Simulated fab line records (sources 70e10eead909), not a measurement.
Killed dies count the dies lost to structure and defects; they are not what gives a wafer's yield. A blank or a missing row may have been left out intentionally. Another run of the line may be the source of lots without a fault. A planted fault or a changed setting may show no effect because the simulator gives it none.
Which of the tools did it?	flow nand harc	24 lots with 72 wafers sampled at 6 steps, on a route of 1302 steps

WHAT EACH GAUGE READ, for each wafer
No reading from a measuring or inspecting step in the record can be judged against a usual standard deviation.

WHAT TOOL EACH LOT RAN ON (gives the tool, then ch and the chambers of the sampled wafers, and finally the start)
lot	NHARC_A_CHANNEL_HOLE_D2_ETCH_21	NHARC_A_CHANNEL_FILL_D2_ALD_02	NHARC_A_STAIRCASE_TRIM_16	NHARC_A_STAIRCASE_ETCH_19	NHARC_A_STAIRCASE_ETCH_25	NHARC_A_STAIRCASE_ETCH_234
L074	har etch-01 ch 0,1, day 12 15:30	ald hk-02 ch 0,1,2, day 12 21:07	rie diel-12 ch 0,2,3, no start	rie diel-12 ch 0,1,3, no start	rie diel-12 ch 0,2,3, no start	rie diel-01 ch 1,2,3, no start
L075	har etch-02 ch 0,1, day 13 09:07	ald hk-02 ch 0,1,2, day 13 14:44	rie diel-12 ch 2,3, no start	rie diel-12 ch 1,2,3, no start	rie diel-12 ch 0,1, no start	rie diel-01 ch 2,3, no start
L076	har etch-02 ch 0,1, day 14 02:20	ald hk-04 ch 0,1, day 14 07:49	rie diel-12 ch 0,2,3, no start	rie diel-12 ch 1,3, no start	rie diel-12 ch 0,1,2, no start	rie diel-06 ch 0,3, no start
L077	har etch-01 ch 0,1, day 14 10:34	ald hk-01 ch 0,2, day 14 15:57	rie diel-01 ch 1,2, no start	rie diel-01 ch 0,2, no start	rie diel-01 ch 0,2, no start	rie diel-12 ch 0,1,2, no start
L078	har etch-02 ch 0,1, day 14 19:07	ald hk-01 ch 0,3, day 15 01:59	rie diel-01 ch 0,1,3, no start	rie diel-01 ch 0,2,3, no start	rie diel-06 ch 0,2,3, no start	rie diel-12 ch 1,3, no start
L079	har etch-02 ch 0,1, day 15 09:20	ald hk-04 ch 0,1, day 15 14:53	rie diel-06 ch 0,1, no start	rie diel-06 ch 0,1,2, no start	rie diel-01 ch 1,2,3, no start	rie diel-12 ch 0,1, no start
L080	har etch-01 ch 0,1, day 15 21:09	ald hk-01 ch 1,2,3, day 16 02:47	rie diel-01 ch 0,3, no start	rie diel-01 ch 1,3, no start	rie diel-06 ch 0,1,2, no start	rie diel-12 ch 0,1, no start
L081	har etch-01 ch 0,1, day 16 08:04	ald hk-02 ch 0,1,2, day 16 13:32	rie diel-06 ch 1,2,3, no start	rie diel-06 ch 0,2, no start	rie diel-06 ch 1,3, no start	rie diel-01 ch 1,3, no start
L082	har etch-02 ch 0, day 16 10:53	ald hk-01 ch 0,2,3, day 16 16:57	rie diel-01 ch 0,1,3, no start	rie diel-01 ch 0,2,3, no start	rie diel-01 ch 0,3, no start	rie diel-12 ch 1,2, no start
L083	har etch-02 ch 0, day 17 11:48	ald hk-01 ch 1,2,3, day 17 17:48	rie diel-01 ch 1,2, no start	rie diel-01 ch 0,1,3, no start	rie diel-01 ch 0,2,3, no start	rie diel-12 ch 0,2,3, no start
L085	har etch-02 ch 0,1, day 17 16:51	ald hk-01 ch 0,1,2, day 17 22:19	rie diel-12 ch 0,2,3, no start	rie diel-12 ch 1,2,3, no start	rie diel-06 ch 1,2,3, no start	rie diel-06 ch 1,2,3, no start
L084	har etch-01 ch 0,1, day 17 18:31	ald hk-01 ch 1,2,3, day 18 00:07	rie diel-06 ch 1,2, no start	rie diel-06 ch 0,3, no start	rie diel-12 ch 0,3, no start	rie diel-06 ch 1,2,3, no start
L086	har etch-02 ch 0,1, day 18 07:43	ald hk-02 ch 1,2,3, day 18 13:20	rie diel-06 ch 0,3, no start	rie diel-06 ch 1,2, no start	rie diel-06 ch 0,1, no start	rie diel-06 ch 1,2,3, no start
L088	har etch-02 ch 0,1, day 19 14:04	ald hk-02 ch 0,3, day 19 19:24	rie diel-12 ch 0,2,3, no start	rie diel-12 ch 0,3, no start	rie diel-12 ch 0,1, no start	rie diel-12 ch 1,2,3, no start
L087	har etch-01 ch 0,1, day 19 14:46	ald hk-04 ch 0,1,3, day 19 20:17	rie diel-01 ch 0,2, no start	rie diel-01 ch 0,3, no start	rie diel-01 ch 1,2,3, no start	rie diel-06 ch 0,1, no start
L089	har etch-02 ch 0,1, day 19 18:10	ald hk-02 ch 2,3, day 19 23:36	rie diel-12 ch 0,1,2, no start	rie diel-12 ch 0,3, no start	rie diel-06 ch 0,1, no start	rie diel-12 ch 0,1,2, no start
L090	har etch-01 ch 0,1, day 19 19:02	ald hk-04 ch 0,3, day 20 00:34	rie diel-06 ch 0,1, no start	rie diel-06 ch 0,1,2, no start	rie diel-01 ch 0,1,3, no start	rie diel-01 ch 1,3, no start
L091	har etch-02 ch 0,1, day 20 08:22	ald hk-01 ch 1,2,3, day 20 13:42	rie diel-01 ch 2,3, no start	rie diel-01 ch 2,3, no start	rie diel-01 ch 1,2,3, no start	rie diel-06 ch 2,3, no start
L092	har etch-01 ch 0,1, day 20 17:44	ald hk-04 ch 0,1,3, day 20 23:14	rie diel-12 ch 0,1,2, no start	rie diel-12 ch 0,1,2, no start	rie diel-06 ch 0,1,3, no start	rie diel-06 ch 0,1,2, no start
L093	har etch-02 ch 0,1, day 20 18:46	ald hk-04 ch 0,2,3, day 21 00:14	rie diel-12 ch 0,1,2, no start	rie diel-12 ch 0,1,2, no start	rie diel-06 ch 1,2,3, no start	rie diel-12 ch 0,1,2, no start
L094	har etch-01 ch 0,1, day 21 05:52	ald hk-02 ch 0,1,2, day 21 11:35	rie diel-12 ch 0,1,3, no start	rie diel-12 ch 1,2,3, no start	rie diel-01 ch 1,2,3, no start	rie diel-12 ch 0,1,2, no start
L095	har etch-02 ch 0,1, day 21 14:22	ald hk-02 ch 1,2,3, day 21 19:50	rie diel-01 ch 0,1,3, no start	rie diel-01 ch 1,3, no start	rie diel-12 ch 0,1,3, no start	rie diel-12 ch 0,2, no start
L096	har etch-02 ch 0,1, day 22 11:53	ald hk-01 ch 0,1,2, day 22 17:22	rie diel-06 ch 0,2, no start	rie diel-06 ch 0,2,3, no start	rie diel-06 ch 0,1,3, no start	rie diel-01 ch 0,1,2, no start
L097	har etch-01 ch 0,1, day 22 12:11	ald hk-01 ch 0,1,2, day 22 18:29	rie diel-12 ch 1,2,3, no start	rie diel-12 ch 0,1,3, no start	rie diel-12 ch 0,1,3, no start	rie diel-01 ch 0,3, no start
- NHARC_A_CHANNEL_HOLE_D2_ETCH_21: etches the open film in C4F8/O2/Ar, time 514.3 s, target depth 1600 nm.
- NHARC_A_CHANNEL_FILL_D2_ALD_02: deposits SiO2, target thk 6 nm, pulse time 10 s, ald cycles 60.
- NHARC_A_STAIRCASE_TRIM_16: chemistry O2, time 211.2 s.
- NHARC_A_STAIRCASE_ETCH_19: etches the open film in C4F8/O2, target depth 100 nm, time 40.5 s.
- NHARC_A_STAIRCASE_ETCH_25: etches the open film in C4F8/O2, target depth 100 nm, time 40.5 s.
- NHARC_A_STAIRCASE_ETCH_234: etches the open film in C4F8/O2, target depth 100 nm, time 40.5 s.

AS READ BY THE TOOLS THEMSELVES (means over the sampled wafers that have a number; for cases with no such wafer, the mark the record gives instead)
NHARC_A_CHANNEL_HOLE_D2_ETCH_21. Usual: drypump motor current A 5.67 A, standard deviation 0.28; showerhead plenum p Torr 3.643 Torr, standard deviation 0.029; throttle valve pct 32.154 %, standard deviation 0.0092.
lot	tool	drypump motor current A (A)	showerhead plenum p Torr (Torr)	throttle valve pct (%)	flag
L074	har etch-01	5.63	3.668	32.160	
L075	har etch-02	5.56	3.674	32.153	
L076	har etch-02	5.81	3.678	32.150	
L077	har etch-01	5.64	3.675	32.164	
L078	har etch-02	5.82	3.672	32.149	
L079	har etch-02	5.82	3.668	32.144	
L080	har etch-01	5.65	3.646	32.164	
L081	har etch-01	5.64	3.642	32.152	
L082	har etch-02	5.32	3.644	32.152	
L083	har etch-02	5.31	3.641	32.157	
L085	har etch-02	5.56	3.647	32.162	
L084	har etch-01	5.67	3.628	32.162	
L086	har etch-02	5.58	3.643	32.146	
L088	har etch-02	5.57	3.635	32.153	
L087	har etch-01	5.63	3.634	32.147	
L089	har etch-02	5.80	3.641	32.156	
L090	har etch-01	5.64	3.614	32.151	
L091	har etch-02	5.56	3.627	32.155	
L092	har etch-01	5.63	3.606	32.157	
L093	har etch-02	5.82	3.630	32.153	
L094	har etch-01	5.65	3.601	32.155	
L095	har etch-02	5.56	3.616	32.144	
L096	har etch-02	5.58	3.615	32.150	
L097	har etch-01	5.65	3.595	32.140	

NHARC_A_CHANNEL_FILL_D2_ALD_02. Usual: heater power w 457 W, standard deviation 38; precursor pulse height rel 1.002, standard deviation 0.02.
lot	tool	heater power w (W)	precursor pulse height rel	flag
L074	ald hk-02	483	1.002	
L075	ald hk-02	484	1.002	
L076	ald hk-04	494	1.003	
L077	ald hk-01	421	1.004	
L078	ald hk-01	440	0.990	
L079	ald hk-04	500	0.990	
L080	ald hk-01	455	1.014	
L081	ald hk-02	478	0.983	
L082	ald hk-01	439	1.024	
L083	ald hk-01	458	1.009	
L085	ald hk-01	427	0.985	
L084	ald hk-01	459	1.004	
L086	ald hk-02	469	0.993	
L088	ald hk-02	429	0.989	
L087	ald hk-04	478	1.006	
L089	ald hk-02	458	1.010	
L090	ald hk-04	460	0.980	
L091	ald hk-01	456	1.031	
L092	ald hk-04	477	0.998	
L093	ald hk-04	481	1.013	
L094	ald hk-02	471	1.002	
L095	ald hk-02	474	0.993	
L096	ald hk-01	426	0.997	
L097	ald hk-01	431	0.999	

NHARC_A_STAIRCASE_TRIM_16. Usual: drypump motor current A 5.8 A, standard deviation 0.32; oes product au 1.004 a.u., standard deviation 0.011; rf vpp V 57.8 V, standard deviation 0.99; showerhead plenum p Torr 3.52 Torr, standard deviation 0.18; throttle valve pct 17.037 %, standard deviation 0.0099.
lot	tool	drypump motor current A (A)	oes product au (a.u.)	rf vpp V (V)	showerhead plenum p Torr (Torr)	throttle valve pct (%)	flag
L074	rie diel-12	6.0	1.007	57.4	3.49	17.036	
L075	rie diel-12	5.9	1.010	57.2	3.32	17.034	
L076	rie diel-12	6.0	0.997	58.0	3.49	17.039	
L077	rie diel-01	6.2	1.006	56.7	3.33	17.035	
L078	rie diel-01	5.9	1.006	57.2	3.56	17.036	
L079	rie diel-06	5.6	0.999	56.9	3.44	17.038	
L080	rie diel-01	5.7	1.014	58.9	3.70	17.041	
L081	rie diel-06	5.5	1.011	57.7	3.56	17.037	
L082	rie diel-01	5.9	1.005	56.9	3.55	17.033	
L083	rie diel-01	6.2	1.007	57.5	3.31	17.036	
L085	rie diel-12	6.0	1.011	58.4	3.65	17.035	
L084	rie diel-06	5.2	1.005	58.8	3.67	17.044	
L086	rie diel-06	5.7	1.008	56.9	3.39	17.045	
L088	rie diel-12	6.0	1.006	57.8	3.65	17.036	
L087	rie diel-01	5.6	1.009	57.9	3.36	17.046	
L089	rie diel-12	6.0	0.999	57.5	3.59	17.034	
L090	rie diel-06	5.7	0.996	58.0	3.47	17.041	
L091	rie diel-01	5.8	1.017	57.7	3.60	17.031	
L092	rie diel-12	6.0	1.000	59.0	3.58	17.044	
L093	rie diel-12	6.0	0.998	57.9	3.58	17.029	
L094	rie diel-12	5.8	0.999	57.3	3.72	17.031	
L095	rie diel-01	5.9	1.004	58.5	3.53	17.043	
L096	rie diel-06	5.4	1.012	57.9	3.49	17.026	
L097	rie diel-12	5.9	1.003	58.1	3.59	17.038	

NHARC_A_STAIRCASE_ETCH_19. Usual: oes product au 0.947 a.u., standard deviation 0.013; rf vpp V 896 V, standard deviation 6.7.
lot	tool	oes product au (a.u.)	rf vpp V (V)	flag
L074	rie diel-12	0.949	897	
L075	rie diel-12	0.945	894	
L076	rie diel-12	0.947	896	
L077	rie diel-01	0.946	890	
L078	rie diel-01	0.953	897	
L079	rie diel-06	0.937	898	
L080	rie diel-01	0.955	894	
L081	rie diel-06	0.956	900	
L082	rie diel-01	0.954	896	
L083	rie diel-01	0.949	897	
L085	rie diel-12	0.951	899	
L084	rie diel-06	0.956	891	
L086	rie diel-06	0.961	901	
L088	rie diel-12	0.945	905	
L087	rie diel-01	0.952	899	
L089	rie diel-12	0.943	905	
L090	rie diel-06	0.933	896	
L091	rie diel-01	0.957	899	
L092	rie diel-12	0.929	899	
L093	rie diel-12	0.928	897	
L094	rie diel-12	0.945	898	
L095	rie diel-01	0.956	898	
L096	rie diel-06	0.958	894	
L097	rie diel-12	0.944	904	

NHARC_A_STAIRCASE_ETCH_25. Usual: oes product au 0.947 a.u., standard deviation 0.013; rf vpp V 895 V, standard deviation 6.6.
lot	tool	oes product au (a.u.)	rf vpp V (V)	flag
L074	rie diel-12	0.945	894	
L075	rie diel-12	0.939	902	
L076	rie diel-12	0.924	899	
L077	rie diel-01	0.936	895	
L078	rie diel-06	0.953	897	
L079	rie diel-01	0.956	895	
L080	rie diel-06	0.944	896	
L081	rie diel-06	0.946	894	
L082	rie diel-01	0.955	900	
L083	rie diel-01	0.946	896	
L085	rie diel-06	0.956	897	
L084	rie diel-12	0.951	905	
L086	rie diel-06	0.957	893	
L088	rie diel-12	0.930	903	
L087	rie diel-01	0.951	893	
L089	rie diel-06	0.957	892	
L090	rie diel-01	0.964	896	
L091	rie diel-01	0.949	893	
L092	rie diel-06	0.937	893	
L093	rie diel-06	0.936	897	
L094	rie diel-01	0.960	892	
L095	rie diel-12	0.954	904	
L096	rie diel-06	0.941	893	
L097	rie diel-12	0.940	903	

NHARC_A_STAIRCASE_ETCH_234. Usual: oes product au 0.947 a.u., standard deviation 0.014; rf vpp V 897 V, standard deviation 6.7.
lot	tool	oes product au (a.u.)	rf vpp V (V)	flag
L074	rie diel-01	0.947	894	
L075	rie diel-01	0.961	894	
L076	rie diel-06	0.949	891	
L077	rie diel-12	0.928	898	
L078	rie diel-12	0.940	896	
L079	rie diel-12	0.935	903	
L080	rie diel-12	0.942	902	
L081	rie diel-01	0.954	894	
L082	rie diel-12	0.949	894	
L083	rie diel-12	0.941	900	
L085	rie diel-06	0.951	897	
L084	rie diel-06	0.960	897	
L086	rie diel-06	0.965	897	
L088	rie diel-12	0.952	898	
L087	rie diel-06	0.931	895	
L089	rie diel-12	0.951	897	
L090	rie diel-01	0.957	894	
L091	rie diel-06	0.952	899	
L092	rie diel-06	0.944	895	
L093	rie diel-12	0.946	897	
L094	rie diel-12	0.937	897	
L095	rie diel-12	0.939	895	
L096	rie diel-01	0.950	897	
L097	rie diel-01	0.930	900	

THE ANSWER, worked out from the rows above alone
Rule: take the mean of a lot's wafers that have a number; if it is more than 3 standard deviations from the usual mean, the lot is off. A lot without any number at a reading at which 4 lots or more have one is off too. Any other lot the step has rows for is counted as sound. The gauges are gone through in route order, then the tools' own readings, and for those a lot's mean is taken as printed above. The first step at which some lot is off is used, and at that step the reading that is off furthest; a lot without a number counts as furthest.
Across all readings shown, no lot is off: no conclusion can be drawn from this.

WHAT THE SIMULATOR HAD INSERTED
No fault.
